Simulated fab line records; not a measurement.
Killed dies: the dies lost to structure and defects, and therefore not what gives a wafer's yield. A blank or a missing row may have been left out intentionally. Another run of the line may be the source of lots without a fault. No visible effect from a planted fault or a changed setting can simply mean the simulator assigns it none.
fab line records	flow n5_finfet
record lots=24	wafers=72	last_day=19
route steps=1938 shown HKMG_FIN@430 GATE_CUT@475
lots that met no fault: from a run of the same line without faults
start_h: hours from the record's first day to the start of the lot's first wafer shown	wait_h: time in hours since the lot's previous step	" as in the row above	L1.1+2: a row that stands for several wafers	- either no value or no given start	* or withheld: withheld	< > ~ a bound
route shown NAME@n: NAME is a module with steps in the file, n the number in the route of the first one	usual: the fault-free wafers' mean and standard deviation	same: alike in all rows	chamber/n: place in a boat	sites: the reading at each site	_std_site: standard deviation across them	_edge_site: outer sites' mean less inner sites'	radius_mm: for every site, how far away it sits from the centre of the wafer	mask NAME#n: copy n	behind: the last tool/chamber to shape the wafer	hold: the reason the lot was held/the length of the hold in hours/how it ended	device: whichever transistor did not switch (one of n, p or np)	end of line: the tests these same wafers got at the end of their route	a step given without rows: its recipe and nothing more	killed: count of dies lost to structure and defects at first sort (not the wafer's yield)	map: a wafer's dies, marking killed ones x, the rest . and places with no die _
set.NAME: the setting the step ran with; set.NAME@STEP: the setting that earlier step ran with	model.NAME: the simulator's own value behind a step, which no gauge read
steps of the route over a sample of lots; a table a step, a row a wafer
services: a tool's chamber out of use, with start hour (start_h, from the record's first day; less than 0 if before it), hours out, and reason
## steps
# step N5_HKMG_FIN_CD_MEAS_12
# recipe target_cd_nm=92.8	landing_energy_ev=500	detector=se_inlens
# usual cd_nm=93.6/0.87
lot.wafer	tool	chamber	start_h	wait_h	cd_nm
L074.2	cd_sem-03	0	78.30	-	93.2
L074.4	"	0	"	"	92.7
L074.5	"	0	"	"	93.3
L075.1	cd_sem-01	0	88.38	-	94.1
L075.3	"	0	"	"	93.9
L075.5	"	0	"	"	92.6
L076.1	cd_sem-03	0	94.74	-	93.3
L076.2	"	0	"	"	93.4
L076.6	"	0	"	"	92.7
L078.1	cd_sem-02	0	99.46	-	93.5
L078.2	"	0	"	"	94.9
L078.6	"	0	"	"	94.3
L077.2	cd_sem-03	0	104.18	-	93.1
L077.3	"	0	"	"	93.9
L077.4	"	0	"	"	93.3
L079.3	cd_sem-01	0	108.14	-	92.9
L079.4	"	0	"	"	94.4
L079.6	"	0	"	"	93.1
L080.1	cd_sem-03	0	112.16	-	94.3
L080.2	"	0	"	"	93.7
L080.6	"	0	"	"	94.8
L081.2	cd_sem-02	0	120.78	-	94.1
L081.3	"	0	"	"	93.3
L081.5	"	0	"	"	93.8
L082.2	cd_sem-02	0	130.12	-	93.8
L082.5	"	0	"	"	94.2
L082.6	"	0	"	"	93.4
L083.1	cd_sem-02	0	135.09	-	94.1
L083.2	"	0	"	"	93.3
L083.3	"	0	"	"	93.1
L084.1	cd_sem-02	0	147.11	-	94.0
L084.3	"	0	"	"	94.0
L084.6	"	0	"	"	95.6
L085.1	cd_sem-02	0	153.17	-	94.3
L085.2	"	0	"	"	94.6
L085.6	"	0	"	"	92.9
L086.4	cd_sem-02	0	156.13	-	94.0
L086.5	"	0	"	"	93.8
L086.6	"	0	"	"	93.8
L087.1	cd_sem-01	0	159.44	-	94.2
L087.3	"	0	"	"	94.2
L087.5	"	0	"	"	92.6
L088.2	cd_sem-03	0	165.44	-	92.9
L088.3	"	0	"	"	94.0
L088.6	"	0	"	"	94.5
L089.3	cd_sem-03	0	169.65	-	92.8
L089.4	"	0	"	"	94.7
L089.6	"	0	"	"	95.1
L090.1	cd_sem-02	0	173.78	-	94.2
L090.4	"	0	"	"	94.5
L090.6	"	0	"	"	93.1
L092.1	cd_sem-03	0	181.26	-	93.8
L092.4	"	0	"	"	92.8
L092.5	"	0	"	"	94.5
L091.1	cd_sem-02	0	185.21	-	92.3
L091.3	"	0	"	"	93.3
L091.4	"	0	"	"	92.9
L093.1	cd_sem-01	0	193.53	-	92.9
L093.4	"	0	"	"	91.8
L093.5	"	0	"	"	93.4
L094.2	cd_sem-02	0	200.60	-	93.5
L094.5	"	0	"	"	93.9
L094.6	"	0	"	"	93.8
L095.1	cd_sem-01	0	201.05	-	93.1
L095.3	"	0	"	"	93.7
L095.4	"	0	"	"	93.8
L096.4	cd_sem-01	0	210.77	-	95.4
L096.5	"	0	"	"	93.1
L096.6	"	0	"	"	94.3
L097.1	cd_sem-02	0	216.26	-	94.4
L097.2	"	0	"	"	92.3
L097.5	"	0	"	"	93.3
# step N5_HKMG_FIN_ETCH_35
# recipe chemistry=N2/H2	target=SOC	target_depth_a=2158	ion_energy_ev=65	bias_w=5	source_w=3000	time_s=243.4	pressure_mtorr=30	n2_flow_sccm=200	h2_flow_sccm=200
# usual drypump_motor_current_A=5.9/0.42	oes_product_au=0.77/0.07	rf_vpp_V=141.6/0.92	showerhead_plenum_p_Torr=2.55/0.072	throttle_valve_pct=17.84/0.23
lot.wafer	tool	chamber	start_h	wait_h	drypump_motor_current_A	oes_product_au	rf_hours_counter_h	rf_vpp_V	showerhead_plenum_p_Torr	throttle_valve_pct
L074.2	rie_diel-03	2	78.69	0.0	5.4	0.74	139	140.9	2.57	17.76
L074.4	"	1	"	"	5.5	0.85	51	141.7	2.60	17.93
L074.5	"	1	"	"	5.5	0.85	-	143.0	2.60	17.95
L075.1	rie_diel-01	1	88.77	0.0	5.9	0.72	139	141.4	2.42	17.57
L075.3	"	0	"	"	6.5	0.78	109	143.8	2.66	17.88
L075.5	"	2	"	"	6.3	0.99	-	142.6	2.61	17.80
L076.1	rie_diel-01	2	95.45	0.0	6.3	0.97	4	142.2	2.61	17.80
L076.2	"	1	"	"	5.9	0.72	141	141.4	2.41	17.57
L076.6	"	0	"	"	6.5	0.77	-	142.2	2.66	17.90
L078.1	rie_diel-06	1	99.85	0.0	6.5	0.70	211	143.8	2.63	18.17
L078.2	"	2	"	"	5.4	0.76	166	142.2	2.55	17.76
L078.6	"	2	"	"	5.4	0.76	-	140.9	2.55	17.77
L077.2	rie_diel-03	2	104.58	0.0	5.4	0.73	151	141.8	2.56	17.76
L077.3	"	0	"	"	6.1	0.75	146	140.5	2.51	17.90
L077.4	"	2	"	"	5.4	0.73	-	141.7	2.56	17.74
L079.3	rie_diel-03	2	108.95	0.0	5.4	0.73	154	142.1	2.56	17.77
L079.4	"	0	"	"	6.1	0.75	-	141.0	2.51	17.90
L079.6	"	2	"	"	5.4	0.74	-	139.8	2.56	17.77
L080.1	rie_diel-03	2	112.78	0.0	5.4	0.73	156	141.6	2.56	17.76
L080.2	"	0	"	"	6.1	0.75	151	140.4	2.51	17.91
L080.6	"	3	"	"	6.3	0.87	-	140.4	2.47	17.36
L081.2	rie_diel-06	0	121.18	0.0	5.7	0.80	102	142.7	2.65	17.64
L081.3	"	1	"	"	6.5	0.70	218	143.5	2.62	18.18
L081.5	"	1	"	"	6.5	0.70	-	142.5	2.62	18.17
L082.2	rie_diel-03	1	130.50	0.0	5.5	0.83	57	141.5	2.59	17.95
L082.5	"	1	"	"	5.5	0.83	-	140.9	2.59	17.95
L082.6	"	2	"	"	5.4	0.71	-	141.8	2.56	17.77
L083.1	rie_diel-06	3	135.48	0.0	5.3	0.85	22	141.3	2.59	17.71
L083.2	"	1	"	"	6.5	0.70	223	143.4	2.62	18.20
L083.3	"	0	"	"	5.7	0.80	106	143.2	2.65	17.65
L084.1	rie_diel-03	1	147.75	0.0	5.5	0.83	62	140.7	2.59	17.96
L084.3	"	2	"	"	5.4	0.71	169	142.3	2.55	17.79
L084.6	"	2	"	"	5.4	0.72	-	141.1	2.56	17.80
L085.1	rie_diel-03	1	153.56	0.0	5.5	0.82	65	139.9	2.59	17.96
L085.2	"	2	"	"	5.4	0.71	172	140.4	2.55	17.80
L085.6	"	2	"	"	5.4	0.71	-	142.2	2.55	17.80
L086.4	rie_diel-01	1	156.72	0.0	5.9	0.71	163	140.2	2.41	17.61
L086.5	"	3	"	"	6.2	0.74	-	140.6	2.51	18.23
L086.6	"	0	"	"	6.5	0.76	-	141.1	2.65	17.95
L087.1	rie_diel-03	3	159.83	0.0	6.3	0.84	71	142.2	2.47	17.41
L087.3	"	2	"	"	5.4	0.72	174	140.8	2.55	17.80
L087.5	"	1	"	"	5.4	0.83	-	142.7	2.59	17.96
L088.2	rie_diel-06	1	166.01	0.0	6.5	0.70	233	141.3	2.62	18.20
L088.3	"	3	"	"	5.3	0.83	31	141.5	2.58	17.71
L088.6	"	1	"	"	6.5	0.69	-	140.7	2.62	18.21
L089.3	rie_diel-01	2	170.15	0.0	6.2	0.91	27	141.8	2.59	17.85
L089.4	"	1	"	"	5.9	0.70	167	139.9	2.40	17.62
L089.6	"	0	"	"	6.5	0.75	-	141.7	2.65	17.97
L090.1	rie_diel-06	0	174.17	0.0	5.7	0.79	119	142.7	2.65	17.67
L090.4	"	1	"	"	6.5	0.69	236	142.4	2.62	18.21
L090.6	"	1	"	"	6.5	0.68	-	141.9	2.62	18.21
L092.1	rie_diel-01	1	181.65	0.0	5.9	0.69	171	140.8	2.40	17.62
L092.4	"	0	"	"	6.4	0.75	143	142.2	2.64	17.95
L092.5	"	1	"	"	5.9	0.70	-	141.0	2.40	17.61
L091.1	rie_diel-06	3	185.60	0.0	5.3	0.83	38	142.6	2.58	17.72
L091.3	"	2	"	"	5.4	0.72	195	141.7	2.53	17.81
L091.4	"	0	"	"	5.8	0.79	123	141.7	2.64	17.67
L093.1	rie_diel-01	3	193.92	0.0	6.1	0.73	230	141.4	2.51	18.26
L093.4	"	1	"	"	6.0	0.69	175	139.5	2.40	17.63
L093.5	"	1	"	"	5.9	0.70	-	140.7	2.40	17.63
L094.2	rie_diel-03	2	200.99	0.0	5.4	0.70	188	141.8	2.55	17.83
L094.5	"	2	"	"	5.4	0.70	-	140.8	2.55	17.80
L094.6	"	1	"	"	5.4	0.81	-	141.8	2.58	17.99
L095.1	rie_diel-01	0	201.44	0.0	6.5	0.74	150	142.7	2.64	17.98
L095.3	"	1	"	"	5.9	0.70	179	140.5	2.40	17.65
L095.4	"	2	"	"	6.2	0.89	38	142.1	2.59	17.88
L096.4	rie_diel-01	0	211.23	0.0	6.5	0.74	153	142.6	2.64	17.98
L096.5	"	2	"	"	6.2	0.88	-	142.8	2.59	17.90
L096.6	"	3	"	"	6.1	0.73	-	141.0	2.51	18.25
L097.1	rie_diel-01	1	216.65	0.0	6.0	0.69	183	140.8	2.40	17.64
L097.2	"	3	"	"	6.1	0.72	238	141.4	2.51	18.25
L097.5	"	3	"	"	6.1	0.73	-	141.6	2.51	18.26
# step N5_HKMG_FIN_ETCH_67
# recipe chemistry=N2/H2	target=SOC	target_depth_a=3889	stop_on=TiN	ion_energy_ev=100	bias_w=61	pressure_mtorr=30	source_w=850	n2_flow_sccm=200	h2_flow_sccm=200
# usual drypump_motor_current_A=5.9/0.43	oes_product_au=0.77/0.069	rf_vpp_V=240.7/1.1	showerhead_plenum_p_Torr=2.55/0.067	throttle_valve_pct=17.77/0.23
lot.wafer	tool	chamber	start_h	wait_h	drypump_motor_current_A	oes_product_au	rf_hours_counter_h	rf_vpp_V	showerhead_plenum_p_Torr	throttle_valve_pct
L074.2	rie_diel-03	3	80.92	-	6.4	0.89	39	241.2	2.48	17.32
L074.4	"	2	"	"	5.4	0.74	140	240.6	2.57	17.71
L074.5	"	2	"	"	5.4	0.74	-	240.7	2.57	17.71
L075.1	rie_diel-03	3	90.86	-	6.3	0.88	42	239.9	2.48	17.32
L075.3	"	1	"	"	5.5	0.84	55	242.5	2.59	17.92
L075.5	"	3	"	"	6.3	0.88	-	239.0	2.48	17.32
L076.1	rie_diel-01	0	97.58	-	6.4	0.78	113	243.5	2.66	17.87
L076.2	"	2	"	"	6.2	0.96	4	240.7	2.61	17.77
L076.6	"	1	"	"	6.0	0.73	-	240.8	2.41	17.55
L078.1	rie_diel-03	2	101.94	-	5.4	0.73	149	239.7	2.56	17.72
L078.2	"	3	"	"	6.3	0.87	48	240.0	2.48	17.32
L078.6	"	3	"	"	6.3	0.87	-	238.6	2.48	17.32
L077.2	rie_diel-06	3	106.75	-	5.3	0.88	13	240.8	2.59	17.66
L077.3	"	2	"	"	5.4	0.75	169	240.7	2.54	17.73
L077.4	"	3	"	"	5.3	0.88	-	241.3	2.59	17.63
L079.3	rie_diel-06	3	111.12	-	5.3	0.88	15	240.6	2.59	17.64
L079.4	"	0	"	"	5.7	0.79	99	242.9	2.66	17.61
L079.6	"	3	"	"	5.3	0.87	-	240.7	2.59	17.64
L080.1	rie_diel-03	3	114.88	-	6.3	0.85	55	239.8	2.47	17.35
L080.2	"	2	"	"	5.4	0.72	157	240.0	2.56	17.75
L080.6	"	2	"	"	5.4	0.73	-	241.8	2.56	17.74
L081.2	rie_diel-06	0	123.28	-	5.8	0.80	102	241.0	2.65	17.61
L081.3	"	2	"	"	5.3	0.74	174	241.0	2.54	17.75
L081.5	"	0	"	"	5.7	0.79	-	242.5	2.65	17.61
L082.2	rie_diel-01	0	132.67	-	6.5	0.77	126	242.6	2.65	17.90
L082.5	"	1	"	"	6.0	0.71	-	240.6	2.41	17.57
L082.6	"	2	"	"	6.3	0.92	-	241.7	2.60	17.80
L083.1	rie_diel-01	3	137.60	-	6.1	0.72	212	240.1	2.52	18.16
L083.2	"	1	"	"	5.9	0.71	156	238.4	2.41	17.57
L083.3	"	2	"	"	6.3	0.92	18	241.3	2.60	17.80
L084.1	rie_diel-01	3	149.92	-	6.1	0.72	216	241.0	2.51	18.18
L084.3	"	2	"	"	6.2	0.91	21	239.4	2.60	17.80
L084.6	"	1	"	"	6.0	0.71	-	239.2	2.41	17.59
L085.1	rie_diel-03	2	155.65	-	5.4	0.71	172	240.8	2.55	17.76
L085.2	"	0	"	"	6.1	0.71	166	240.8	2.50	17.91
L085.6	"	0	"	"	6.1	0.71	-	240.6	2.50	17.91
L086.4	rie_diel-03	0	158.81	-	6.1	0.72	167	239.8	2.50	17.91
L086.5	"	1	"	"	5.5	0.82	-	241.1	2.59	17.93
L086.6	"	0	"	"	6.1	0.71	-	240.6	2.50	17.92
L087.1	rie_diel-03	2	161.92	-	5.4	0.71	174	241.8	2.55	17.77
L087.3	"	1	"	"	5.5	0.81	67	241.0	2.59	17.93
L087.5	"	3	"	"	6.3	0.83	-	239.4	2.47	17.36
L088.2	rie_diel-01	1	168.54	-	6.0	0.71	166	238.5	2.41	17.60
L088.3	"	2	"	"	6.2	0.90	27	241.7	2.60	17.82
L088.6	"	0	"	"	6.5	0.74	-	241.7	2.65	17.92
L089.3	rie_diel-06	0	172.40	-	5.7	0.77	118	241.8	2.65	17.63
L089.4	"	1	"	"	6.5	0.69	235	242.0	2.62	18.18
L089.6	"	1	"	"	6.5	0.69	-	242.4	2.62	18.18
L090.1	rie_diel-06	1	176.40	-	6.5	0.68	237	241.0	2.62	18.19
L090.4	"	2	"	"	5.4	0.71	192	240.8	2.53	17.78
L090.6	"	0	"	"	5.7	0.77	-	241.3	2.65	17.64
L092.1	rie_diel-06	3	183.89	-	5.3	0.82	38	242.6	2.58	17.69
L092.4	"	0	"	"	5.7	0.79	122	242.3	2.64	17.63
L092.5	"	1	"	"	6.5	0.69	-	241.9	2.61	18.17
L091.1	rie_diel-06	3	187.69	-	5.3	0.83	39	240.4	2.58	17.69
L091.3	"	1	"	"	6.5	0.69	241	241.3	2.61	18.19
L091.4	"	2	"	"	5.4	0.72	196	240.7	2.53	17.79
L093.1	rie_diel-03	3	196.03	-	6.3	0.82	82	239.5	2.46	17.38
L093.4	"	2	"	"	5.4	0.70	186	239.8	2.55	17.78
L093.5	"	2	"	"	5.4	0.70	-	241.6	2.55	17.77
L094.2	rie_diel-03	2	203.15	-	5.4	0.70	189	240.8	2.55	17.78
L094.5	"	1	"	"	5.5	0.80	-	241.7	2.58	17.97
L094.6	"	2	"	"	5.4	0.70	-	241.1	2.55	17.79
L095.1	rie_diel-03	3	203.53	-	6.3	0.81	86	239.7	2.46	17.40
L095.3	"	1	"	"	5.4	0.79	82	239.6	2.58	17.97
L095.4	"	0	"	"	6.1	0.71	181	240.4	2.50	17.92
L096.4	rie_diel-03	1	213.40	-	5.5	0.79	85	240.3	2.58	17.97
L096.5	"	1	"	"	5.5	0.79	-	241.3	2.58	17.97
L096.6	"	2	"	"	5.4	0.70	-	239.8	2.54	17.80
L097.1	rie_diel-03	1	218.79	-	5.5	0.80	87	241.4	2.58	17.98
L097.2	"	2	"	"	5.4	0.70	195	239.1	2.54	17.81
L097.5	"	0	"	"	6.1	0.70	-	240.0	2.49	17.94
# step N5_HKMG_FIN_STRIP_69
# recipe chemistry=N2/H2	power_w=2500	temp_c=300	h2_frac=0.65	time_s=360	pressure_mtorr=withheld	n2_flow_sccm=1750	h2_flow_sccm=3250
# usual drypump_motor_current_A=5.3/0.32	heater_power_w=455/62
lot.wafer	tool	chamber	start_h	wait_h	drypump_motor_current_A	heater_power_w	rf_hours_counter_h
L074.2	plasma_asher-02	0	81.40	0.2	5.7	500	38
L074.4	"	0	"	"	5.7	497	-
L074.5	"	1	"	"	5.4	366	-
L075.1	plasma_asher-02	0	91.34	0.2	5.7	498	40
L075.3	"	1	"	"	5.4	364	-
L075.5	"	1	"	"	5.4	364	-
L076.1	plasma_asher-02	1	97.94	0.1	5.4	362	41
L076.2	"	0	"	"	5.7	501	41
L076.6	"	0	"	"	5.7	507	-
L078.1	plasma_asher-02	0	102.33	0.1	5.7	505	42
L078.2	"	1	"	"	5.4	355	42
L078.6	"	1	"	"	5.4	356	-
L077.2	plasma_asher-01	1	107.15	0.1	4.9	473	88
L077.3	"	1	"	"	4.9	463	-
L077.4	"	0	"	"	4.9	526	-
L079.3	plasma_asher-02	1	111.60	0.2	5.4	358	-
L079.4	"	0	"	"	5.7	487	-
L079.6	"	0	"	"	5.7	487	-
L080.1	plasma_asher-02	1	115.24	0.1	5.4	359	46
L080.2	"	0	"	"	5.7	505	46
L080.6	"	1	"	"	5.4	362	-
L081.2	plasma_asher-02	0	123.64	0.1	5.7	487	48
L081.3	"	1	"	"	5.4	361	-
L081.5	"	1	"	"	5.4	366	-
L082.2	plasma_asher-02	0	133.03	0.1	5.7	495	49
L082.5	"	0	"	"	5.7	487	-
L082.6	"	1	"	"	5.4	359	-
L083.1	plasma_asher-02	1	137.98	0.1	5.4	357	50
L083.2	"	0	"	"	5.7	500	50
L083.3	"	1	"	"	5.4	364	-
L084.1	plasma_asher-02	0	150.28	0.1	5.7	510	52
L084.3	"	1	"	"	5.4	363	-
L084.6	"	1	"	"	5.4	369	-
L085.1	plasma_asher-01	1	156.13	0.2	5.0	456	96
L085.2	"	0	"	"	4.9	517	96
L085.6	"	1	"	"	4.9	476	-
L086.4	plasma_asher-02	1	159.29	0.2	5.4	363	-
L086.5	"	0	"	"	5.6	492	-
L086.6	"	1	"	"	5.4	362	-
L087.1	plasma_asher-01	0	162.28	0.1	4.9	511	97
L087.3	"	0	"	"	4.9	509	-
L087.5	"	0	"	"	4.9	515	-
L088.2	plasma_asher-01	1	169.03	0.2	4.9	466	100
L088.3	"	1	"	"	4.9	467	-
L088.6	"	1	"	"	4.9	476	-
L089.3	plasma_asher-01	0	173.15	0.4	5.0	523	-
L089.4	"	1	"	"	4.9	465	-
L089.6	"	0	"	"	4.9	520	-
L090.1	plasma_asher-01	1	176.88	0.2	4.9	460	104
L090.4	"	0	"	"	4.9	508	-
L090.6	"	1	"	"	4.9	475	-
L092.1	plasma_asher-01	1	184.25	0.1	4.9	470	107
L092.4	"	0	"	"	4.9	521	-
L092.5	"	1	"	"	4.9	462	-
L091.1	plasma_asher-01	1	188.05	0.1	5.0	466	108
L091.3	"	1	"	"	4.9	472	-
L091.4	"	0	"	"	4.9	518	-
L093.1	plasma_asher-01	1	196.39	0.1	4.9	476	110
L093.4	"	1	"	"	4.9	462	-
L093.5	"	1	"	"	4.9	471	-
L094.2	plasma_asher-02	0	203.51	0.1	5.7	490	58
L094.5	"	1	"	"	5.4	364	-
L094.6	"	0	"	"	5.7	503	-
L095.1	plasma_asher-02	0	203.89	0.1	5.7	494	58
L095.3	"	0	"	"	5.7	490	-
L095.4	"	1	"	"	5.4	363	-
L096.4	plasma_asher-01	1	213.87	0.2	4.9	480	-
L096.5	"	1	"	"	4.9	464	-
L096.6	"	0	"	"	4.9	514	-
L097.1	plasma_asher-02	0	219.30	0.2	5.7	501	61
L097.2	"	1	"	"	5.4	364	61
L097.5	"	0	"	"	5.7	493	-
# step N5_GATE_CUT_CMP_02
# recipe stop_on=SiO2	t_overpolish_s=12.7	post_cmp_clean=alkaline_brush	down_force_psi=2.5	platen_rpm=51.8	pad_velocity_m_s=1.0307	target_thk_nm=0
# usual edge_zone_pressure_frac=1.000/0.0053	motor_current_A=9.2/0.91	overpolish_run_s=12.700/0.0085	retaining_ring_pressure_frac=1.001/0.0049	time_to_endpoint_s=26/3.3
lot.wafer	tool	chamber	start_h	wait_h	edge_zone_pressure_frac	motor_current_A	overpolish_run_s	retaining_ring_pressure_frac	time_to_endpoint_s
L074.4	cmp-02	0	86.32	0.1	1.007	8.6	12.701	0.999	21
L074.2	"	2	"	"	0.999	10.0	12.716	1.009	27
L074.5	"	3	"	"	1.001	8.1	12.717	0.997	29
L075.1	cmp-02	1	96.50	0.1	1.000	10.5	12.688	1.002	28
L075.3	"	2	"	"	0.999	9.8	12.699	1.000	28
L075.5	"	1	"	"	0.996	10.2	12.695	0.998	27
L076.1	cmp-01	2	103.27	0.1	0.987	9.5	12.674	0.999	28
L076.2	"	3	"	"	0.999	9.6	12.699	1.003	27
L076.6	"	0	"	"	1.004	9.0	12.710	0.994	30
L078.1	cmp-02	1	106.91	0.1	0.997	10.9	12.683	1.007	28
L078.2	"	3	"	"	0.990	8.3	12.695	1.008	30
L078.6	"	0	"	"	0.995	9.2	12.705	1.000	21
L077.2	cmp-01	0	111.82	0.1	1.004	8.7	12.702	0.997	27
L077.3	"	1	"	"	0.996	9.4	12.693	0.998	26
L077.4	"	2	"	"	0.996	9.3	12.691	1.004	26
L079.4	cmp-01	0	116.02	0.0	0.998	8.9	12.710	1.003	30
L079.3	"	2	"	"	1.002	9.8	12.691	1.000	24
L079.6	"	1	"	"	0.993	9.4	12.701	0.997	25
L080.1	cmp-03	1	120.08	0.1	0.995	10.5	12.712	0.996	23
L080.2	"	3	"	"	1.002	8.7	12.710	1.011	23
L080.6	"	2	"	"	1.004	9.5	12.694	0.993	25
L081.3	cmp-03	0	128.22	0.1	1.001	7.8	12.695	0.994	23
L081.2	"	1	"	"	0.998	11.1	12.701	0.999	25
L081.5	"	0	"	"	0.995	8.3	12.709	1.000	26
L082.2	cmp-03	1	137.61	0.1	1.004	10.3	12.715	1.000	19
L082.5	"	0	"	"	1.004	8.1	12.702	1.001	22
L082.6	"	1	"	"	1.008	11.0	12.687	1.002	19
L083.2	cmp-03	3	142.55	0.1	1.009	8.0	12.685	1.002	19
L083.3	"	0	"	"	1.005	8.3	12.708	1.001	19
L083.1	"	1	"	"	0.999	10.7	12.703	1.006	21
L084.3	cmp-03	2	154.90	0.1	0.998	9.5	12.687	1.007	26
L084.1	"	3	"	"	0.997	8.3	12.713	1.006	23
L084.6	"	0	"	"	0.998	8.2	12.699	1.000	23
L085.2	cmp-03	3	161.04	0.1	1.000	7.5	12.697	1.001	22
L085.1	"	0	"	"	0.995	7.9	12.691	0.988	22
L085.6	"	1	"	"	1.000	10.2	12.714	1.010	24
L086.4	cmp-02	3	164.20	0.1	0.996	8.1	12.695	0.995	30
L086.6	"	0	"	"	1.002	8.6	12.707	0.995	24
L086.5	"	1	"	"	1.001	10.2	12.704	1.005	29
L087.1	cmp-01	2	166.82	0.1	1.007	9.6	12.692	1.008	25
L087.3	"	3	"	"	1.008	9.1	12.707	0.990	26
L087.5	"	3	"	"	1.007	9.2	12.697	0.997	24
L088.2	cmp-02	1	173.61	0.1	0.996	10.3	12.707	0.999	27
L088.3	"	3	"	"	1.004	8.1	12.707	0.995	33
L088.6	"	0	"	"	0.994	9.1	12.688	0.998	20
L089.3	cmp-02	0	178.46	0.1	1.001	9.6	12.709	0.996	22
L089.4	"	1	"	"	1.004	10.2	12.708	0.999	27
L089.6	"	3	"	"	1.000	7.8	12.701	1.004	32
L090.1	cmp-02	0	182.01	0.1	1.007	8.9	12.717	0.993	23
L090.4	"	1	"	"	1.000	10.4	12.706	1.008	29
L090.6	"	2	"	"	0.995	10.8	12.705	1.002	28
L092.4	cmp-03	2	188.81	0.0	1.005	9.2	12.701	0.998	29
L092.1	"	0	"	"	1.005	7.9	12.698	0.996	23
L092.5	"	2	"	"	1.010	9.6	12.688	0.998	27
L091.1	cmp-02	2	192.70	0.1	0.996	9.8	12.707	1.001	31
L091.4	"	3	"	"	0.991	7.6	12.690	0.999	30
L091.3	"	0	"	"	1.003	9.3	12.698	0.994	24
L093.4	cmp-02	0	200.92	0.0	0.996	8.8	12.697	1.005	24
L093.1	"	3	"	"	0.998	8.0	12.693	0.997	29
L093.5	"	0	"	"	0.997	8.5	12.711	1.010	25
L094.2	cmp-01	3	208.62	0.2	1.000	9.1	12.713	1.000	27
L094.5	"	0	"	"	0.998	8.7	12.700	0.994	28
L094.6	"	1	"	"	1.002	9.6	12.691	1.012	30
L095.1	cmp-02	1	208.91	0.1	1.009	10.4	12.696	1.003	29
L095.4	"	2	"	"	1.000	10.0	12.697	1.007	30
L095.3	"	3	"	"	0.993	8.1	12.704	1.000	31
L096.4	cmp-01	1	218.41	0.1	1.005	9.2	12.696	1.006	25
L096.5	"	2	"	"	1.000	9.5	12.699	1.002	24
L096.6	"	3	"	"	0.995	8.9	12.705	0.997	24
L097.2	cmp-03	0	224.81	0.1	1.005	7.9	12.691	1.006	20
L097.1	"	1	"	"	0.997	10.7	12.694	1.005	21
L097.5	"	3	"	"	0.996	8.9	12.704	1.004	21
# step N5_GATE_CUT_INSPECT_26
# recipe inspect_instrument=darkfield	mode=post_cmp
# usual raw_defect_count=40/18
lot.wafer	tool	chamber	start_h	wait_h	raw_defect_count
L074.2	defect_inspect-02	-	91.14	0.0	61
L074.4	"	-	"	"	37
L074.5	"	-	"	"	62
L075.1	defect_inspect-01	-	100.66	0.0	37
L075.3	"	-	"	"	47
L075.5	"	-	"	"	50
L076.1	defect_inspect-02	-	107.67	0.0	25
L076.2	"	-	"	"	42
L076.6	"	-	"	"	40
L078.1	defect_inspect-01	-	111.15	0.0	21
L078.2	"	-	"	"	26
L078.6	"	-	"	"	21
L077.2	defect_inspect-01	-	115.94	0.0	25
L077.3	"	-	"	"	19
L077.4	"	-	"	"	23
L079.3	defect_inspect-01	-	120.30	0.0	33
L079.4	"	-	"	"	37
L079.6	"	-	"	"	35
L080.1	defect_inspect-02	-	124.34	0.0	39
L080.2	"	-	"	"	37
L080.6	"	-	"	"	30
L081.2	defect_inspect-02	-	132.34	0.0	41
L081.3	"	-	"	"	45
L081.5	"	-	"	"	58
L082.2	defect_inspect-02	-	142.27	0.0	72
L082.5	"	-	"	"	26
L082.6	"	-	"	"	38
L083.1	defect_inspect-02	-	148.15	0.0	25
L083.2	"	-	"	"	30
L083.3	"	-	"	"	30
L084.1	defect_inspect-01	-	159.08	0.0	43
L084.3	"	-	"	"	32
L084.6	"	-	"	"	61
L085.1	defect_inspect-02	-	165.76	0.0	30
L085.2	"	-	"	"	36
L085.6	"	-	"	"	49
L086.4	defect_inspect-01	-	168.61	0.0	53
L086.5	"	-	"	"	49
L086.6	"	-	"	"	40
L087.1	defect_inspect-02	-	171.42	0.0	32
L087.3	"	-	"	"	46
L087.5	"	-	"	"	35
L088.2	defect_inspect-02	-	177.77	0.0	46
L088.3	"	-	"	"	26
L088.6	"	-	"	"	40
L089.3	defect_inspect-01	-	183.49	0.0	32
L089.4	"	-	"	"	36
L089.6	"	-	"	"	24
L090.1	defect_inspect-02	-	186.49	0.0	61
L090.4	"	-	"	"	112
L090.6	"	-	"	"	42
L092.1	defect_inspect-01	-	193.72	0.0	29
L092.4	"	-	"	"	54
L092.5	"	-	"	"	23
L091.1	defect_inspect-02	-	199.01	0.0	43
L091.3	"	-	"	"	25
L091.4	"	-	"	"	25
L093.1	defect_inspect-02	-	205.07	0.0	24
L093.4	"	-	"	"	34
L093.5	"	-	"	"	37
L094.2	defect_inspect-01	-	212.79	0.0	46
L094.5	"	-	"	"	51
L094.6	"	-	"	"	34
L095.1	defect_inspect-01	-	213.06	0.0	27
L095.3	"	-	"	"	44
L095.4	"	-	"	"	18
L096.4	defect_inspect-02	-	222.87	0.0	28
L096.5	"	-	"	"	30
L096.6	"	-	"	"	24
L097.1	defect_inspect-01	-	229.39	0.0	46
L097.2	"	-	"	"	78
L097.5	"	-	"	"	64
## services
tool	chamber	start_h	hours	kind
cmp-03	-	59.86	5.8	pm
rie_diel-01	2	66.15	-	clean
rie_diel-01	2	66.15	-	consumable_replace:focus_ring
rie_diel-01	2	66.15	18.8	scheduled_down
rie_diel-01	2	66.15	18.8	vent_cycle
rie_diel-03	1	92.41	36.0	repair
cmp-01	-	117.98	0.6	repair
cmp-01	-	124.82	5.8	repair
plasma_asher-02	-	134.18	1.1	repair
cmp-02	-	139.49	4.0	pm
cmp-02	-	143.49	-	consumable_replace:conditioner
cmp-02	-	143.49	-	consumable_replace:pad
cmp-02	-	143.49	11.0	pm
cmp-01	-	162.61	1.0	repair
plasma_asher-02	-	163.55	28.1	pm
cmp-01	-	173.77	0.7	repair
cmp-01	-	177.34	6.2	pm
cmp-01	-	198.41	2.6	repair
rie_diel-06	1	220.53	-	clean
rie_diel-06	1	220.53	-	consumable_replace:focus_ring
rie_diel-06	1	220.53	20.2	scheduled_down
rie_diel-06	1	220.53	20.2	vent_cycle
rie_diel-03	-	222.26	2.8	pm
## key
fault none
